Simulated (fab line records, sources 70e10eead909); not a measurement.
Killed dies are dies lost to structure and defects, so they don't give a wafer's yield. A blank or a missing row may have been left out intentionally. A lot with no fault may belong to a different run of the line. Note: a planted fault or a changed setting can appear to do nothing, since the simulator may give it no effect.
What tool caused it? / flow nand-harc / 12 lots, 35 wafers sampled, at 5 steps of a route of 1302

## WHAT EACH GAUGE READ, for each wafer
NHARC_A_SIN_REMOVE_INSPECT_04. Usual: raw-defect-count at 386, with a standard deviation of 71.
lot=L114; measured=day 20 15:37; on=defect-inspect-01; raw-defect-count=446 406 399; flag=
lot=L115; measured=day 20 15:37; on=defect-inspect-02; raw-defect-count=401 378 350; flag=
lot=L116; measured=day 21 01:56; on=defect-inspect-02; raw-defect-count=459 396 382; flag=
lot=L119; measured=day 22 03:29; on=defect-inspect-02; raw-defect-count=387 303; flag=
lot=L129; measured=day 26 09:08; on=defect-inspect-02; raw-defect-count=342 233 405; flag=
lot=L128; measured=day 26 11:02; on=defect-inspect-02; raw-defect-count=346 400 379; flag=
lot=L127; measured=day 26 14:25; on=defect-inspect-02; raw-defect-count=355 463 317; flag=
lot=L130; measured=day 27 15:56; on=defect-inspect-02; raw-defect-count=425 420 443; flag=
lot=L132; measured=day 28 02:05; on=defect-inspect-02; raw-defect-count=350 408 366; flag=
lot=L134; measured=day 29 09:32; on=defect-inspect-01; raw-defect-count=380 465 454; flag=
lot=L135; measured=day 29 13:20; on=defect-inspect-02; raw-defect-count=290 353 319; flag=
lot=L137; measured=day 30 06:32; on=defect-inspect-02; raw-defect-count=355 392 353; flag=

NHARC_END_SORT_01. Usual: killed-at-array 53, standard deviation 21; killed-at-other 1.0, standard deviation 1.3; killed-at-periphery 3.8, standard deviation 2.4; killed-dies 58, standard deviation 21; killed-open 3.4, standard deviation 1.9; killed-short 2.4, standard deviation 1.5.
lot=L119; measured=day 26 03:17; on=prober-01; killed-at-array=51; killed-at-other=3; killed-at-periphery=0; killed-dies=54; killed-open=3; killed-short=1; flag=
lot=L130; measured=day 31 23:30; on=prober-02; killed-at-array=73 106 72; killed-at-other=1 0 0; killed-at-periphery=4 4 4; killed-dies=78 110 76; killed-open=3 4 4; killed-short=5 2 0; flag=

## TOOL THAT RAN EACH LOT (tool first, then ch and the chambers of the sampled wafers, then the start)
lot=L114; NHARC_A_SLIT_ETCH_24=rie-diel-01 ch 0,2, day 20 02:45; NHARC_A_SLIT_STRIP_18=rie-diel-01 ch 2,3, day 20 15:37 or earlier; NHARC_A_WL_FILL_ALD_00=ald-hk-04 ch 0,1,2, day 20 15:42
lot=L115; NHARC_A_SLIT_ETCH_24=rie-diel-11 ch 1,2,3, day 20 02:56; NHARC_A_SLIT_STRIP_18=rie-diel-11 ch 0,2,3, day 20 15:37 or earlier; NHARC_A_WL_FILL_ALD_00=ald-hk-03 ch 0,2,3, day 20 15:40
lot=L116; NHARC_A_SLIT_ETCH_24=rie-diel-01 ch 2,3, day 20 12:58; NHARC_A_SLIT_STRIP_18=rie-diel-03 ch 0,2,3, day 21 01:56 or earlier; NHARC_A_WL_FILL_ALD_00=ald-hk-03 ch 0,2,3, day 21 02:41
lot=L119; NHARC_A_SLIT_ETCH_24=rie-diel-01 ch 2,3, day 21 14:36; NHARC_A_SLIT_STRIP_18=rie-diel-03 ch 1,3, day 22 03:29 or earlier; NHARC_A_WL_FILL_ALD_00=ald-hk-03 ch 0,3, day 22 03:35
lot=L129; NHARC_A_SLIT_ETCH_24=rie-diel-11 ch 0,2,3, day 25 20:10; NHARC_A_SLIT_STRIP_18=rie-diel-11 ch 0,1,2, day 26 09:08 or earlier; NHARC_A_WL_FILL_ALD_00=ald-hk-04 ch 1,2,3, day 26 09:13
lot=L128; NHARC_A_SLIT_ETCH_24=rie-diel-03 ch 0,1,2, day 25 21:40; NHARC_A_SLIT_STRIP_18=rie-diel-03 ch 0,2,3, day 26 11:02 or earlier; NHARC_A_WL_FILL_ALD_00=ald-hk-03 ch 0,2,3, day 26 11:05
lot=L127; NHARC_A_SLIT_ETCH_24=rie-diel-11 ch 1,2,3, day 25 22:29; NHARC_A_SLIT_STRIP_18=rie-diel-03 ch 2,3, day 26 14:25 or earlier; NHARC_A_WL_FILL_ALD_00=ald-hk-03 ch 0,1, day 26 14:29
lot=L130; NHARC_A_SLIT_ETCH_24=rie-diel-01 ch 0,1,2, day 27 02:15; NHARC_A_SLIT_STRIP_18=rie-diel-11 ch 0,2,3, day 27 15:56 or earlier; NHARC_A_WL_FILL_ALD_00=ald-hk-03 ch 0,1,2, day 27 16:02
lot=L132; NHARC_A_SLIT_ETCH_24=rie-diel-11 ch 0,2, day 27 13:07; NHARC_A_SLIT_STRIP_18=rie-diel-01 ch 1,3, day 28 02:05 or earlier; NHARC_A_WL_FILL_ALD_00=ald-hk-04 ch 1,2, day 28 02:09
lot=L134; NHARC_A_SLIT_ETCH_24=rie-diel-11 ch 0,1,2, day 28 20:35; NHARC_A_SLIT_STRIP_18=rie-diel-01 ch 0,1,2, day 29 09:32 or earlier; NHARC_A_WL_FILL_ALD_00=ald-hk-04 ch 1,2,3, day 29 09:37
lot=L135; NHARC_A_SLIT_ETCH_24=rie-diel-11 ch 0,1, day 28 22:55; NHARC_A_SLIT_STRIP_18=rie-diel-03 ch 0,1,2, day 29 13:20 or earlier; NHARC_A_WL_FILL_ALD_00=ald-hk-03 ch 1,2, day 29 13:26
lot=L137; NHARC_A_SLIT_ETCH_24=rie-diel-01 ch 0,1,2, day 29 17:37; NHARC_A_SLIT_STRIP_18=rie-diel-01 ch 1,2,3, day 30 06:32 or earlier; NHARC_A_WL_FILL_ALD_00=ald-hk-03 ch 2,3, day 30 06:35
- NHARC_A_SLIT_ETCH_24: etches the open film in CF4/CHF3, target depth 121 nm, time 60.5 s.
- NHARC_A_SLIT_STRIP_18: strips in O2.
- NHARC_A_WL_FILL_ALD_00: deposits Al2O3, target thk 3 nm, pulse time 3 s, ald cycles 30.

## WHAT THE TOOLS THEMSELVES READ (means of the sampled wafers that have a number; where no wafer has one, the mark that the record gives instead)
NHARC_A_SLIT_ETCH_24. Usual: drypump-motor-current-A 5.5 A, standard deviation 0.35; oes-product-au 0.960 a.u., standard deviation 0.016; rf-vpp-V 370.4 V, standard deviation 2.2; showerhead-plenum-p-Torr 1.57 Torr, standard deviation 0.061; throttle-valve-pct 16.803 %, standard deviation 0.0076.
lot=L114; tool=rie-diel-01; drypump-motor-current-A (A)=5.1; oes-product-au (a.u.)=0.982; rf-vpp-V (V)=371.3; showerhead-plenum-p-Torr (Torr)=1.63; throttle-valve-pct (%)=16.799; flag=
lot=L115; tool=rie-diel-11; drypump-motor-current-A (A)=5.7; oes-product-au (a.u.)=0.967; rf-vpp-V (V)=369.6; showerhead-plenum-p-Torr (Torr)=1.53; throttle-valve-pct (%)=16.810; flag=
lot=L116; tool=rie-diel-01; drypump-motor-current-A (A)=5.7; oes-product-au (a.u.)=0.965; rf-vpp-V (V)=372.2; showerhead-plenum-p-Torr (Torr)=1.62; throttle-valve-pct (%)=16.811; flag=
lot=L119; tool=rie-diel-01; drypump-motor-current-A (A)=5.7; oes-product-au (a.u.)=0.949; rf-vpp-V (V)=370.6; showerhead-plenum-p-Torr (Torr)=1.60; throttle-valve-pct (%)=16.797; flag=
lot=L129; tool=rie-diel-11; drypump-motor-current-A (A)=5.7; oes-product-au (a.u.)=0.958; rf-vpp-V (V)=369.8; showerhead-plenum-p-Torr (Torr)=1.54; throttle-valve-pct (%)=16.799; flag=
lot=L128; tool=rie-diel-03; drypump-motor-current-A (A)=5.5; oes-product-au (a.u.)=0.965; rf-vpp-V (V)=367.9; showerhead-plenum-p-Torr (Torr)=1.50; throttle-valve-pct (%)=16.798; flag=
lot=L127; tool=rie-diel-11; drypump-motor-current-A (A)=5.7; oes-product-au (a.u.)=0.969; rf-vpp-V (V)=368.8; showerhead-plenum-p-Torr (Torr)=1.53; throttle-valve-pct (%)=16.799; flag=
lot=L130; tool=rie-diel-01; drypump-motor-current-A (A)=5.3; oes-product-au (a.u.)=0.974; rf-vpp-V (V)=372.6; showerhead-plenum-p-Torr (Torr)=1.62; throttle-valve-pct (%)=16.796; flag=
lot=L132; tool=rie-diel-11; drypump-motor-current-A (A)=5.9; oes-product-au (a.u.)=0.970; rf-vpp-V (V)=368.9; showerhead-plenum-p-Torr (Torr)=1.53; throttle-valve-pct (%)=16.799; flag=
lot=L134; tool=rie-diel-11; drypump-motor-current-A (A)=5.9; oes-product-au (a.u.)=0.921; rf-vpp-V (V)=370.4; showerhead-plenum-p-Torr (Torr)=1.55; throttle-valve-pct (%)=16.811; flag=
lot=L135; tool=rie-diel-11; drypump-motor-current-A (A)=5.9; oes-product-au (a.u.)=0.962; rf-vpp-V (V)=370.3; showerhead-plenum-p-Torr (Torr)=1.57; throttle-valve-pct (%)=16.796; flag=
lot=L137; tool=rie-diel-01; drypump-motor-current-A (A)=5.3; oes-product-au (a.u.)=0.921; rf-vpp-V (V)=372.6; showerhead-plenum-p-Torr (Torr)=1.62; throttle-valve-pct (%)=16.807; flag=

NHARC_A_SLIT_STRIP_18. Usual: drypump-motor-current-A 5.6 A, standard deviation 0.33; oes-product-au 0.999 a.u., standard deviation 0.0073; rf-vpp-V 57.7 V, standard deviation 0.83; showerhead-plenum-p-Torr 3.51 Torr, standard deviation 0.13; throttle-valve-pct 17.037 %, standard deviation 0.0085.
lot=L114; tool=rie-diel-01; drypump-motor-current-A (A)=5.7; oes-product-au (a.u.)=0.996; rf-vpp-V (V)=57.9; showerhead-plenum-p-Torr (Torr)=3.64; throttle-valve-pct (%)=17.041; flag=
lot=L115; tool=rie-diel-11; drypump-motor-current-A (A)=5.7; oes-product-au (a.u.)=0.998; rf-vpp-V (V)=57.0; showerhead-plenum-p-Torr (Torr)=3.45; throttle-valve-pct (%)=17.044; flag=
lot=L116; tool=rie-diel-03; drypump-motor-current-A (A)=5.2; oes-product-au (a.u.)=1.002; rf-vpp-V (V)=57.2; showerhead-plenum-p-Torr (Torr)=3.44; throttle-valve-pct (%)=17.033; flag=
lot=L119; tool=rie-diel-03; drypump-motor-current-A (A)=5.5; oes-product-au (a.u.)=0.996; rf-vpp-V (V)=57.0; showerhead-plenum-p-Torr (Torr)=3.47; throttle-valve-pct (%)=17.036; flag=
lot=L129; tool=rie-diel-11; drypump-motor-current-A (A)=5.9; oes-product-au (a.u.)=0.993; rf-vpp-V (V)=58.0; showerhead-plenum-p-Torr (Torr)=3.47; throttle-valve-pct (%)=17.038; flag=
lot=L128; tool=rie-diel-03; drypump-motor-current-A (A)=5.2; oes-product-au (a.u.)=1.004; rf-vpp-V (V)=57.9; showerhead-plenum-p-Torr (Torr)=3.43; throttle-valve-pct (%)=17.035; flag=
lot=L127; tool=rie-diel-03; drypump-motor-current-A (A)=5.2; oes-product-au (a.u.)=0.997; rf-vpp-V (V)=57.6; showerhead-plenum-p-Torr (Torr)=3.39; throttle-valve-pct (%)=17.034; flag=
lot=L130; tool=rie-diel-11; drypump-motor-current-A (A)=5.7; oes-product-au (a.u.)=0.989; rf-vpp-V (V)=58.1; showerhead-plenum-p-Torr (Torr)=3.44; throttle-valve-pct (%)=17.043; flag=
lot=L132; tool=rie-diel-01; drypump-motor-current-A (A)=5.5; oes-product-au (a.u.)=0.999; rf-vpp-V (V)=57.9; showerhead-plenum-p-Torr (Torr)=3.70; throttle-valve-pct (%)=17.040; flag=
lot=L134; tool=rie-diel-01; drypump-motor-current-A (A)=5.3; oes-product-au (a.u.)=0.996; rf-vpp-V (V)=57.8; showerhead-plenum-p-Torr (Torr)=3.63; throttle-valve-pct (%)=17.029; flag=
lot=L135; tool=rie-diel-03; drypump-motor-current-A (A)=5.5; oes-product-au (a.u.)=0.985; rf-vpp-V (V)=57.7; showerhead-plenum-p-Torr (Torr)=3.38; throttle-valve-pct (%)=17.036; flag=
lot=L137; tool=rie-diel-01; drypump-motor-current-A (A)=5.6; oes-product-au (a.u.)=1.007; rf-vpp-V (V)=57.4; showerhead-plenum-p-Torr (Torr)=3.63; throttle-valve-pct (%)=17.034; flag=

NHARC_A_WL_FILL_ALD_00. Usual: heater-power-w 479 W, standard deviation 41; precursor-pulse-height-rel 0.997, standard deviation 0.021.
lot=L114; tool=ald-hk-04; heater-power-w (W)=509; precursor-pulse-height-rel=1.013; flag=
lot=L115; tool=ald-hk-03; heater-power-w (W)=473; precursor-pulse-height-rel=1.000; flag=
lot=L116; tool=ald-hk-03; heater-power-w (W)=471; precursor-pulse-height-rel=0.994; flag=
lot=L119; tool=ald-hk-03; heater-power-w (W)=492; precursor-pulse-height-rel=0.986; flag=
lot=L129; tool=ald-hk-04; heater-power-w (W)=516; precursor-pulse-height-rel=1.006; flag=
lot=L128; tool=ald-hk-03; heater-power-w (W)=455; precursor-pulse-height-rel=0.993; flag=
lot=L127; tool=ald-hk-03; heater-power-w (W)=445; precursor-pulse-height-rel=1.005; flag=
lot=L130; tool=ald-hk-03; heater-power-w (W)=441; precursor-pulse-height-rel=0.993; flag=
lot=L132; tool=ald-hk-04; heater-power-w (W)=509; precursor-pulse-height-rel=0.992; flag=
lot=L134; tool=ald-hk-04; heater-power-w (W)=521; precursor-pulse-height-rel=0.966; flag=
lot=L135; tool=ald-hk-03; heater-power-w (W)=441; precursor-pulse-height-rel=0.993; flag=
lot=L137; tool=ald-hk-03; heater-power-w (W)=472; precursor-pulse-height-rel=0.994; flag=

## THE ANSWER, worked out from the rows above alone
Rule: a lot is off if the mean of its wafers that have a number lies more than 3 standard deviations from the usual mean. A lot without any number at a reading at which 4 lots or more have one is off too. Any other lot the step has rows for is counted as sound. The gauges are gone through in route order, then the tools' own readings, and for those a lot's mean is taken as printed above. The first step at which some lot is off is used, and at that step the reading that is off furthest; a lot without a number counts as furthest.
Across all readings shown, no lot is off: no conclusion can be drawn from this.

## WHAT THE SIMULATOR PUT IN
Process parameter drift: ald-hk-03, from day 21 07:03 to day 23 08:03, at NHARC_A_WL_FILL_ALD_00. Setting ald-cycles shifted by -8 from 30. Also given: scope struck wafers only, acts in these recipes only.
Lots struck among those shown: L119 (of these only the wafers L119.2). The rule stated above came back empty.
